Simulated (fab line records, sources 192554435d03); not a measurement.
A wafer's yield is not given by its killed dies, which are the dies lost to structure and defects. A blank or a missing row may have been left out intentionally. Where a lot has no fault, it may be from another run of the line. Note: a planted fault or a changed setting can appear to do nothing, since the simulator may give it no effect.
Problem report in the 8D (eight disciplines) form, filled by code | flow n5_finfet | the parts of the form that need people (team, actions taken, sign-off) are left out

== 1. THE PROBLEM ==
RS_NWELL at N5_BEOL_M4_RC_MEAS_101 reads a mean of 937 ohm/sq on 6 wafers of 2 lots; wafers without a fault read 1036 ohm/sq with a standard deviation of 6.4. Measured from the usual mean, that is -15 standard deviations.
Earliest sighting: wafer L941.1 on prober-02 at day 14 16:55. Wafers with a number at this step in the record: 27, from 9 lots. The rule behind "out" and "out of limits": a value lying over 4 standard deviations away from the usual mean. The other wafers with a number count as sound.

== 2. WHAT IT IS AND WHAT IT IS NOT ==
question                    | is                     | is not
which readings at this step | RS_NWELL               | DIBL_P, IOFF_N, SS_N
which lots                  | L940, L941             | L921, L924, L926, L930, L931, L932, L934
which wafers of those lots  | all that have a number | -
read on which gauges        | prober-01, prober-02   | -
when                        | from day 14 16:55      | up to then (21 sound wafers)

== 3. THE SUSPECTS, EACH WITH WHAT RULES IT OUT ==
Counting: a tool at any process step up to the reading remains a suspect when it ran all the lots that are out and ran no sound lot after the first of those.
- the gauge at N5_BEOL_M4_RC_MEAS_101 has been ruled out. Those wafers that are out were read across 2 gauges (prober-01, prober-02).
- implanter-02 at N5_WELL_APT_IMPLANT_14: kept. It ran every lot that is out, first L940 (day 7 01:54), and no sound lot after that; its last sound lot up to then is L934 (day 5 13:59). Its own dose_ions_cm2, faraday_current_uA readings are out on those wafers.
After counting, what remains is implanter-02 at N5_WELL_APT_IMPLANT_14.

== 4. THE CAUSE (what the simulator had put in) ==
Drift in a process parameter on implanter-02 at N5_WELL_APT_IMPLANT_14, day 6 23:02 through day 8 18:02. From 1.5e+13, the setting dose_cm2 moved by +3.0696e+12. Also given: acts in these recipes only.
The count eliminated every tool but this one.

== 5. SEQUENCE OF EFFECTS, ordered by route ==
Each row: a reading where the mean over the struck wafers with a number is more than 3 standard deviations away from the usual. Only readings for which the record gives a usual standard deviation are gone through. hours: the time from each lot's start at the first step in this table that gives one to its start at this step, as a median over the lots. sigmas: the change in usual standard deviations.
hours | step                   | reading            | usual       | on struck wafers | change      | sigmas
0     | N5_WELL_APT_IMPLANT_14 | dose_ions_cm2      | 1.4998e+13  | 1.8069e+13       | +3.0713e+12 | +99 or more
0     | N5_WELL_APT_IMPLANT_14 | faraday_current_uA | 190         | 231              | +41         | +11
186   | N5_BEOL_M4_RC_MEAS_101 | RS_NWELL           | 1036 ohm/sq | 937              | -99         | -15
Here are the process steps it includes:
- N5_WELL_APT_IMPLANT_14

== 6. HOW IT WOULD HAVE BEEN CAUGHT EARLIER ==
186 hours passed between the start of the fault at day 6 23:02 and the first reading out of limits at a measuring or inspecting step in this record, taken at day 14 16:55.
Tool's own readings at N5_WELL_APT_IMPLANT_14, dose_ions_cm2, faraday_current_uA: out on all struck wafers the step has rows for; an alarm limit on them would have tripped on the first.
The start of N5_WELL_APT_IMPLANT_14 on implanter-02 came by day 14 16:55 for every one of the lots that are out (2). None of them would have been spared by holding the tool at that moment.
